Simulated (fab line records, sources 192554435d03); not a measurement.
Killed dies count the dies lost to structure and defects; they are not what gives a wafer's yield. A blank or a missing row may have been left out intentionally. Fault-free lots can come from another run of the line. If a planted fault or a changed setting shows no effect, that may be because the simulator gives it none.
Which tool is to blame? ; flow n5Finfet ; 11 lots with 33 wafers sampled at 4 steps, on a route of 1938 steps

WHAT THE GAUGES READ, wafer by wafer
N5_BEOL_M9_INSPECT_13: inspects for defects (brightfield).
lot;measured;on;rawDefectCount
L531;day 10 01:38;defectInspect-02;255 274 299
L532;day 10 08:47;defectInspect-02;399 490 539
L533;day 10 09:58;defectInspect-01;427 400 336
L536;day 11 07:29;defectInspect-01;589 441 463
L540;day 12 22:04;defectInspect-02;404 263 392
L542;day 12 23:51;defectInspect-02;535 532 498
L543;day 13 21:45;defectInspect-01;569 555 688
L544;day 13 21:39;defectInspect-02;785 641 802
L546;day 14 06:31;defectInspect-02;260 290 354
L550;day 15 18:09;defectInspect-02;652 562 332
L552;day 16 15:34;defectInspect-02;260 272 312

TOOL THAT RAN EACH LOT (tool first, then ch and the chambers of the sampled wafers, then the start)
lot;N5_BEOL_M8_DESCUM_16;N5_BEOL_M8_ALD_77;N5_BEOL_M8_DEP_56
L531;rieDiel-04 ch 2,3, day 9 17:44;aldMetal-02 ch 0,1,2, day 9 22:17;pecvd-03 ch 0,1, day 10 00:16
L532;rieDiel-05 ch 0,1, day 10 01:31;aldMetal-04 ch 0,3, day 10 04:49;pecvd-04 ch 0,1, day 10 06:57
L533;rieDiel-06 ch 1,2,3, day 10 03:32;aldMetal-03 ch 0,1, day 10 05:51;pecvd-01 ch 1,2, day 10 07:30
L536;rieDiel-04 ch 0,1, day 11 01:05;aldMetal-02 ch 0,1,2, day 11 03:40;pecvd-04 ch 1,2, day 11 05:11
L540;rieDiel-04 ch 0,1,3, day 12 14:28;aldMetal-04 ch 0,2,3, day 12 18:31;pecvd-03 ch 0,1, day 12 20:23
L542;rieDiel-04 ch 0,2, day 12 14:43;aldMetal-03 ch 1,2,3, day 12 19:42;pecvd-03 ch 0,1,2, day 12 21:33
L543;rieDiel-04 ch 0,1,2, day 13 14:23;aldMetal-03 ch 1,2,3, day 13 17:51;pecvd-04 ch 0,2, day 13 19:27
L544;rieDiel-05 ch 0,1,3, day 13 14:41;aldMetal-02 ch 0,1,2, day 13 17:32;pecvd-04 ch 1,2, day 13 19:11
L546;rieDiel-05 ch 0,1,3, day 13 21:49;aldMetal-03 ch 0,3, day 14 00:55;pecvd-01 ch 0,1,2, day 14 02:32
L550;rieDiel-04 ch 1,2, day 15 06:07;aldMetal-02 ch 1,2,3, day 15 09:56;pecvd-03 ch 1,2, day 15 11:47
L552;rieDiel-06 ch 0,1,2, day 16 04:57;aldMetal-04 ch 1,2, day 16 09:20;pecvd-01 ch 0,2, day 16 11:52
- N5_BEOL_M8_DESCUM_16: chemistry O2, time 7.9 s.
- N5_BEOL_M8_ALD_77: deposits TaN, target thk 2 nm, pulse time 2 s, purge time 3 s.
- N5_BEOL_M8_DEP_56: deposits SiCN from 3MS/NH3, target thk 10 nm, time 17.5 s.

THE ANSWER, worked out from the rows above alone
Rule: the usual values come from the lots themselves. The widest of any qualifying gaps counts: lots, ordered by their means at a reading, are off when they make up no more than a third of the lots, leave a main group of 4 or more, and stand apart from it by 3 or more times the standard deviation of that group's means. Not used: any main group whose means are identical at the precision the tables above print for the reading. A lot without any number at a reading at which 4 lots or more have one is off too. Where the step has rows for the other lots, those lots are counted as sound.
No lot is off on any of the readings shown, so nothing can be concluded from this.

WHAT THE SIMULATOR HAD INSERTED
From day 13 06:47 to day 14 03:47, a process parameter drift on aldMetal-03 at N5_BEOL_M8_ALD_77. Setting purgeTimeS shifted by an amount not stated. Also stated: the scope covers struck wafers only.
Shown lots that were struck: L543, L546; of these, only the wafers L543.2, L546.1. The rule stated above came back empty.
